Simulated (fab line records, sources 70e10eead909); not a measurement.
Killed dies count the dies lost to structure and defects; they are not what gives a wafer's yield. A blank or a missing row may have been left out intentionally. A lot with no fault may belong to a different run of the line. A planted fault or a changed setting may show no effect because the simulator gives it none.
fab line records ; flow nand-harc
record lots=14; wafers=42; last-day=33
route steps=1302 shown THIN_TSV@1245
lots untouched by any fault: they come from a run of this same line in which no faults occurred
start-h: hours from the record's opening day to when the first of the lot's shown wafers began ; wait-h: hours from the lot's prior step to this one ; " as in the row above ; L1.1+2: a row that stands for several wafers ; - either no value or no given start ; * or withheld: withheld ; < > ~ a bound
route shown NAME@n: names a module that has steps shown in the file, with the first one's number in the route ; usual: average and standard deviation across the fault-free wafers ; same: alike in all rows ; chamber/n: place in a boat ; sites: readings site by site ; _std_site: the values' standard deviation ; _edge_site: inner sites' mean taken away from outer sites' mean ; radius-mm: for every site, how far away it sits from the centre of the wafer ; mask NAME#n: copy n ; behind: the most recent tool/chamber to have shaped the wafer ; hold: the reason the lot was held/the length of the hold in hours/how it ended ; device: the transistor (n, p or np) that didn't switch ; end of line: at the end of the route, the tests of the same wafers ; a step with no rows: only its recipe ; killed: dies that structure and defects cost at the first sort, which is not the same as the wafer's yield ; map: the dies of a wafer, with x for killed, . for not killed, _ for no die there
set.NAME: the setting as run; set.NAME@STEP: as run at that earlier step ; model.NAME: the simulator's own value behind a step, which no gauge read
the route's steps for a sample of lots (tables are steps, rows are wafers)
services: a tool's chamber out of use, with start hour (start-h, from the record's first day; less than 0 if before it), hours out, and reason
## steps
# step NHARC_THIN_TSV_CMP_01
# recipe target-thk-um=3
# usual motor-current-A=11.6/1.7; pad-life-wafers=184/100
lot.wafer;tool;chamber;start-h;wait-h;motor-current-A;pad-life-wafers
L502.4;cmp-04;3;562.93;0.4;12.2;234
L502.3;cmp-04;1;562.93;0.4;15.3;236
L502.1;cmp-04;2;562.93;0.4;11.5;237
L504.2;cmp-02;2;568.44;0.9;14.9;159
L504.6;cmp-02;3;568.44;0.9;12.3;-
L504.5;cmp-02;0;568.44;0.9;10.3;-
L505.2;cmp-02;2;572.66;0.8;13.4;186
L505.3;cmp-02;0;572.66;0.8;10.7;188
L505.5;cmp-02;2;572.66;0.8;15.1;-
L506.3;cmp-02;3;581.07;0.7;11.6;206
L506.4;cmp-02;0;581.07;0.7;10.5;207
L506.6;cmp-02;2;581.07;0.7;14.0;-
L508.3;cmp-03;2;626.04;0.7;10.5;272
L508.1;cmp-03;3;626.04;0.7;10.2;273
L508.6;cmp-03;1;626.04;0.7;12.3;-
L513.1;cmp-04;1;676.78;1.0;15.3;240
L513.4;cmp-04;0;676.78;1.0;9.6;243
L513.6;cmp-04;1;676.78;1.0;14.7;-
L515.2;cmp-03;1;677.97;0.8;12.0;42
L515.4;cmp-03;2;677.97;0.8;11.2;43
L515.5;cmp-03;1;677.97;0.8;12.2;-
L520.4;cmp-02;0;704.00;0.4;10.7;324
L520.1;cmp-02;3;704.00;0.4;12.2;327
L520.5;cmp-02;0;704.00;0.4;10.8;-
L518.4;cmp-03;0;705.20;0.4;11.5;168
L518.1;cmp-03;3;705.20;0.4;10.3;171
L518.5;cmp-03;1;705.20;0.4;12.1;-
L519.4;cmp-02;1;714.33;0.4;9.3;366
L519.2;cmp-02;0;714.33;0.4;11.2;369
L519.5;cmp-02;2;714.33;0.4;14.0;-
L521.1;cmp-04;3;754.42;1.0;12.9;186
L521.4;cmp-04;0;754.42;1.0;9.3;187
L521.5;cmp-04;3;754.42;1.0;12.3;-
L523.2;cmp-02;1;755.66;0.9;10.0;116
L523.3;cmp-02;2;755.66;0.9;14.6;117
L523.6;cmp-02;3;755.66;0.9;11.7;-
L522.2;cmp-04;1;760.20;0.8;15.4;216
L522.4;cmp-04;2;760.20;0.8;11.0;217
L522.1;cmp-04;3;760.20;0.8;13.0;218
L524.1;cmp-03;0;774.34;1.4;11.1;63
L524.6;cmp-03;1;774.34;1.4;12.4;-
L524.5;cmp-03;2;774.34;1.4;10.0;-
# step NHARC_THIN_TSV_ETCH_15
# recipe target-depth-a=30000; bosch-target-overetch-cycles=2; bosch-etch-step-s=2.8; bosch-dep-step-s=1.2; bosch-cycles=14
# usual drypump-motor-current-A=5.5/0.47
# same bosch-cycles=14
lot.wafer;tool;chamber;start-h;wait-h;drypump-motor-current-A;rf-hours-counter-h
L502.3;rie-si-06;2;565.06;-;5.3;0.88
L502.4;rie-si-06;3;565.06;-;4.8;0.86
L502.1;rie-si-06;1;565.06;-;5.2;0.95
L504.2;rie-si-02;0;570.52;-;5.4;0.51
L504.6;rie-si-02;3;570.52;-;4.9;-
L504.5;rie-si-02;0;570.52;-;5.4;-
L505.2;rie-si-05;3;574.78;-;6.5;0.57
L505.3;rie-si-05;1;574.78;-;5.4;0.48
L505.5;rie-si-05;3;574.78;-;6.5;-
L506.4;rie-si-06;2;583.30;-;5.3;0.98
L506.3;rie-si-06;3;583.30;-;4.9;0.95
L506.6;rie-si-06;1;583.30;-;5.3;-
L508.1;rie-si-02;1;628.14;-;5.7;0.92
L508.3;rie-si-02;3;628.14;-;4.9;0.92
L508.6;rie-si-02;1;628.14;-;5.7;-
L513.4;rie-si-02;3;678.90;-;4.9;0.20
L513.1;rie-si-02;2;678.90;-;5.5;0.17
L513.6;rie-si-02;3;678.90;-;4.9;-
L515.4;rie-si-06;2;680.11;-;5.2;0.47
L515.2;rie-si-06;0;680.11;-;6.0;0.52
L515.5;rie-si-06;2;680.11;-;5.3;-
L520.4;rie-si-02;0;706.12;-;5.4;0.42
L520.1;rie-si-02;2;706.12;-;5.5;0.40
L520.5;rie-si-02;0;706.12;-;5.3;-
L518.4;rie-si-06;0;707.33;-;6.1;0.62
L518.1;rie-si-06;3;707.33;-;4.9;0.65
L518.5;rie-si-06;1;707.33;-;5.2;-
L519.2;rie-si-05;3;716.33;-;6.5;0.38
L519.4;rie-si-05;0;716.33;-;5.9;-
L519.5;rie-si-05;1;716.33;-;5.4;-
L521.1;rie-si-05;3;756.54;-;6.5;0.53
L521.4;rie-si-05;1;756.54;-;5.4;0.61
L521.5;rie-si-05;0;756.54;-;5.9;-
L523.2;rie-si-05;2;757.73;-;6.1;0.58
L523.3;rie-si-05;3;757.73;-;6.5;0.58
L523.6;rie-si-05;2;757.73;-;6.0;-
L522.4;rie-si-05;3;762.33;-;6.5;0.63
L522.1;rie-si-05;1;762.33;-;5.4;0.66
L522.2;rie-si-05;2;762.33;-;6.0;0.62
L524.1;rie-si-05;1;776.40;-;5.4;0.72
L524.6;rie-si-05;1;776.40;-;5.4;-
L524.5;rie-si-05;2;776.40;-;6.1;-
# step NHARC_THIN_TSV_ETCHBACK_48
# recipe target-depth-a=10285; over-etch-frac=0.3; time-s=405.17; ion-energy-ev=250; c4f8-flow-sccm=withheld; ar-flow-sccm=withheld; rf-w=600; bias-w=300; chemistry=C4F8/Ar
# usual oes-product-au=0.939/0.024; rf-fwd-power-W=599.1/1.8; rf-vpp-V=548/3.6; run-length-s=426.4/0.5
# same over-etch-frac=0.3
lot.wafer;tool;chamber;start-h;wait-h;oes-product-au;rf-fwd-power-W;rf-hours-counter-h;rf-vpp-V;run-length-s
L502.1;rie-diel-13;2;566.56;-;0.928;600.3;1.9;550;427.1
L502.4;rie-diel-13;3;566.56;-;0.937;600.9;2.2;544;426.9
L502.3;rie-diel-13;1;566.56;-;0.918;597.7;1.9;548;427.0
L504.2;rie-diel-09;2;571.92;-;1.023;599.4;3.2;551;426.3
L504.6;rie-diel-09;2;571.92;-;1.006;598.1;-;552;426.4
L504.5;rie-diel-09;3;571.92;-;1.019;597.1;-;552;426.2
L505.2;rie-diel-09;1;576.24;-;0.919;597.5;3.4;548;427.1
L505.3;rie-diel-09;2;576.24;-;0.941;598.5;3.5;551;426.2
L505.5;rie-diel-09;0;576.24;-;0.931;598.9;-;549;426.4
L506.3;rie-diel-13;1;584.69;-;0.947;599.2;2.9;550;426.7
L506.6;rie-diel-13;2;584.69;-;0.952;598.8;-;549;426.7
L506.4;rie-diel-13;0;584.69;-;0.946;600.4;-;542;426.7
L508.3;rie-diel-09;2;629.60;-;0.929;600.0;5.6;550;426.2
L508.1;rie-diel-09;3;629.60;-;0.936;599.0;7.3;550;426.3
L508.6;rie-diel-09;1;629.60;-;0.925;595.7;-;549;426.9
L513.4;rie-diel-13;1;680.36;-;0.929;-;10.4;547;312.7
L513.1;rie-diel-13;2;680.36;-;0.928;599.3;10.2;549;426.5
L513.6;rie-diel-13;0;680.36;-;0.921;598.7;-;540;426.3
L515.2;rie-diel-13;3;681.63;-;0.964;-;9.7;545;313.5
L515.4;rie-diel-13;0;681.63;-;0.942;-;10.7;543;312.5
L515.5;rie-diel-13;2;681.63;-;0.962;-;-;549;313.0
L520.1;rie-diel-12;0;707.60;-;0.919;595.3;3.5;542;425.6
L520.4;rie-diel-12;1;707.60;-;0.947;596.8;3.5;551;426.7
L520.5;rie-diel-12;3;707.60;-;0.923;594.1;-;552;426.4
L518.4;rie-diel-09;1;708.74;-;0.918;596.2;1.7;550;427.1
L518.1;rie-diel-09;3;708.74;-;0.941;600.0;1.8;552;426.2
L518.5;rie-diel-09;2;708.74;-;0.917;601.7;-;552;426.4
L519.2;rie-diel-09;1;717.84;-;0.924;597.0;2.0;549;427.3
L519.4;rie-diel-09;2;717.84;-;0.928;597.9;1.0;551;426.1
L519.5;rie-diel-09;3;717.84;-;0.939;599.2;-;553;426.5
L521.4;rie-diel-12;2;757.95;-;0.936;600.0;5.1;542;425.9
L521.1;rie-diel-12;3;757.95;-;0.922;598.0;5.0;551;425.8
L521.5;rie-diel-12;3;757.95;-;0.924;600.7;-;551;426.0
L523.2;rie-diel-12;0;759.22;-;0.939;601.4;5.0;543;425.8
L523.3;rie-diel-12;1;759.22;-;0.943;598.0;4.7;551;426.8
L523.6;rie-diel-12;3;759.22;-;0.925;600.6;-;551;425.8
L522.1;rie-diel-12;3;763.75;-;0.921;600.1;5.8;551;426.3
L522.4;rie-diel-12;0;763.75;-;0.929;600.9;5.4;543;426.2
L522.2;rie-diel-12;1;763.75;-;0.947;599.1;5.4;551;427.3
L524.1;rie-diel-13;3;777.82;-;0.933;602.4;5.2;547;426.8
L524.5;rie-diel-13;3;777.82;-;0.934;598.4;-;545;427.2
L524.6;rie-diel-13;0;777.82;-;0.925;599.7;-;541;426.4
# step NHARC_THIN_TSV_STRIP_62
# recipe power-w=1500; temp-c=250; time-s=20; chemistry=N2/H2
# usual drypump-motor-current-A=5.8/0.75; heater-power-w=357/21; temp-c=249.99/0.18
lot.wafer;tool;chamber;start-h;wait-h;drypump-motor-current-A;heater-power-w;rf-hours-counter-h;temp-c
L502.1;plasma-asher-02;0;566.92;-;4.7;360;25;250.27
L502.3;plasma-asher-02;0;566.92;-;4.7;353;-;249.98
L502.4;plasma-asher-02;1;566.92;-;6.6;328;-;250.01
L504.2;plasma-asher-01;0;572.27;-;5.4;378;8;250.01
L504.6;plasma-asher-01;0;572.27;-;5.3;367;-;250.10
L504.5;plasma-asher-01;1;572.27;-;6.3;373;-;249.59
L505.2;plasma-asher-02;0;576.56;-;4.7;350;28;249.95
L505.3;plasma-asher-02;1;576.56;-;6.6;322;-;250.04
L505.5;plasma-asher-02;1;576.56;-;6.6;330;-;250.13
L506.3;plasma-asher-01;1;585.17;-;6.4;379;-;250.02
L506.4;plasma-asher-01;0;585.17;-;5.4;368;-;250.31
L506.6;plasma-asher-01;0;585.17;-;5.4;368;-;250.11
L508.1;plasma-asher-02;1;629.94;-;6.6;331;4;249.69
L508.3;plasma-asher-02;1;629.94;-;6.6;331;-;249.66
L508.6;plasma-asher-02;1;629.94;-;6.6;325;-;249.72
L513.1;plasma-asher-01;1;680.70;-;6.3;370;28;249.79
L513.4;plasma-asher-01;0;680.70;-;5.3;383;-;249.99
L513.6;plasma-asher-01;0;680.70;-;5.4;375;-;249.99
L515.2;plasma-asher-01;0;681.97;-;5.3;378;29;249.78
L515.4;plasma-asher-01;1;681.97;-;6.3;384;-;249.63
L515.5;plasma-asher-01;1;681.97;-;6.4;370;-;249.96
L520.1;plasma-asher-01;0;707.89;-;5.4;366;1;250.41
L520.4;plasma-asher-01;1;707.89;-;6.3;363;-;250.36
L520.5;plasma-asher-01;1;707.89;-;6.3;375;-;250.23
L518.1;plasma-asher-02;1;709.10;-;6.6;335;22;250.02
L518.4;plasma-asher-02;0;709.10;-;4.7;346;-;249.97
L518.5;plasma-asher-02;1;709.10;-;6.5;330;-;249.87
L519.2;plasma-asher-01;1;718.13;-;6.3;384;2;250.12
L519.4;plasma-asher-01;1;718.13;-;6.3;382;-;250.28
L519.5;plasma-asher-01;1;718.13;-;6.3;381;-;249.88
L521.1;plasma-asher-01;0;758.31;-;5.4;362;9;249.90
L521.4;plasma-asher-01;0;758.31;-;5.4;376;-;249.94
L521.5;plasma-asher-01;0;758.31;-;5.4;368;-;250.06
L523.2;plasma-asher-01;1;759.51;-;6.4;383;10;249.97
L523.3;plasma-asher-01;0;759.51;-;5.4;367;-;250.01
L523.6;plasma-asher-01;1;759.51;-;6.3;375;-;250.10
L522.1;plasma-asher-02;1;764.22;-;6.6;331;32;250.03
L522.2;plasma-asher-02;0;764.22;-;4.7;352;32;249.71
L522.4;plasma-asher-02;1;764.22;-;6.6;332;-;249.90
L524.1;plasma-asher-01;0;778.20;-;5.4;372;14;249.97
L524.6;plasma-asher-01;1;778.20;-;6.3;375;-;250.14
L524.5;plasma-asher-01;0;778.20;-;5.4;358;-;249.83
## services
tool;chamber;start-h;hours;kind
rie-diel-12;2;546.05;4.6;repair
cmp-03;-;563.18;4.0;pm
rie-diel-12;-;566.82;0.9;repair
cmp-04;-;568.16;3.7;repair
rie-diel-13;3;578.80;7.1;repair
cmp-04;-;587.82;0.7;repair
plasma-asher-01;-;592.50;3.8;repair
rie-si-05;3;599.61;20.8;repair
plasma-asher-02;-;608.57;9.0;pm
cmp-02;-;625.37;4.0;pm
plasma-asher-02;-;632.16;0.7;repair
rie-si-05;2;637.92;1.8;repair
rie-si-05;-;659.00;9.0;pm
rie-diel-09;-;674.18;9.0;pm
rie-diel-09;2;694.48;4.7;repair
rie-diel-13;-;696.06;9.0;pm
plasma-asher-01;-;696.43;9.0;pm
rie-diel-09;-;703.67;0.4;repair
rie-si-05;2;716.07;4.0;repair
plasma-asher-01;-;721.27;0.7;repair
cmp-02;-;723.37;4.0;pm
rie-diel-13;-;742.04;1.7;repair
rie-diel-09;2;742.54;6.4;repair
rie-si-05;0;764.47;7.1;repair
## key
first-sign step=NHARC_THIN_TSV_ETCHBACK_48; reading=run-length-s; direction=down; sigmas=99+; usual=*; struck=*
effect none on later readings
met-at NHARC_THIN_TSV_ETCHBACK_48
struck-lots L513,L515
struck-wafers L513.4,L515.2,L515.4,L515.5
later-rows-left-out L513.4,L515.2,L515.4,L515.5
sort-left-out L513.4,L515.2,L515.4,L515.5
not-acting-at NHARC_THIN_TSV_CMP_01,NHARC_THIN_TSV_ETCH_15,NHARC_THIN_TSV_STRIP_62
onset-between 584.69 680.36
fault kind=process-parameter-drift; tool=rie-diel-13; chamber=-; onset-h=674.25; steps=NHARC_THIN_TSV_ETCHBACK_48; channel=time-s; offset=*; shape=step; end-h=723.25; scope=struck-wafers-only; acts-in=*; stated=*
# sort-left-out: the simulated sort isn't trusted on such a fault, so these wafers' sort isn't shown, and their yield isn't known
# later-rows-left-out: the simulator's readings of these wafers behind a module that went badly wrong aren't trusted and aren't shown, but for the sort
